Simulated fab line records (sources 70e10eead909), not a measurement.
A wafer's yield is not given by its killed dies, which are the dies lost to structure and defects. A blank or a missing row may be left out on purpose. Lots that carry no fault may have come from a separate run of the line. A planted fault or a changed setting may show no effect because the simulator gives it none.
Chamber matching | flow nand-harc | NHARC_P_GATE_DESCUM_93 on rie-diel-11: 4 sister chambers
The step chemistry O2, time 3 s. 4 wafers are shown with their chamber, then 10 later ones without.

WAFERS WITH THEIR CHAMBER
wafer  | chamber | showerhead-plenum-p-Torr (Torr)
L090.4 | 0       | 1.91
L090.5 | 2       | 2.04
L096.1 | 1       | 1.87
L096.4 | 3       | 2.06

WAFERS WITHOUT THEIR CHAMBER
wafer  | showerhead-plenum-p-Torr (Torr)
L096.5 | 2.03
L096.2 | 2.04
L096.3 | 1.91
L096.6 | 1.87
L097.2 | 1.91
L097.4 | 1.87
L097.6 | 1.91
L097.1 | 2.03
L097.3 | 2.06
L097.5 | 1.87

EACH ONE'S CHAMBER
wafer  | from the rows above | in truth
L096.5 | 2                   | 2
L096.2 | 2                   | 2
L096.3 | 0                   | 0
L096.6 | 1                   | 1
L097.2 | 0                   | 0
L097.4 | 1                   | 1
L097.6 | 0                   | 0
L097.1 | 2                   | 2
L097.3 | 3                   | 3
L097.5 | 1                   | 1
Correctly placed: 10 of 10. Not placeable from these rows: 0. Wrongly placed: 0.
How it was worked out, from the rows above alone: a wafer's distance from a chamber is the root of the sum, over the readings, of the square of ((its reading less the chamber's mean) divided by the reading's scatter). The wafer belongs to the nearest chamber; if the next one is less than 2 further off, it can't be placed. The mean given for a chamber averages the wafers shown for that chamber. The scatter: with one shown wafer a chamber, the root of the mean of the squares of how far each hidden wafer lies from its nearest shown one.
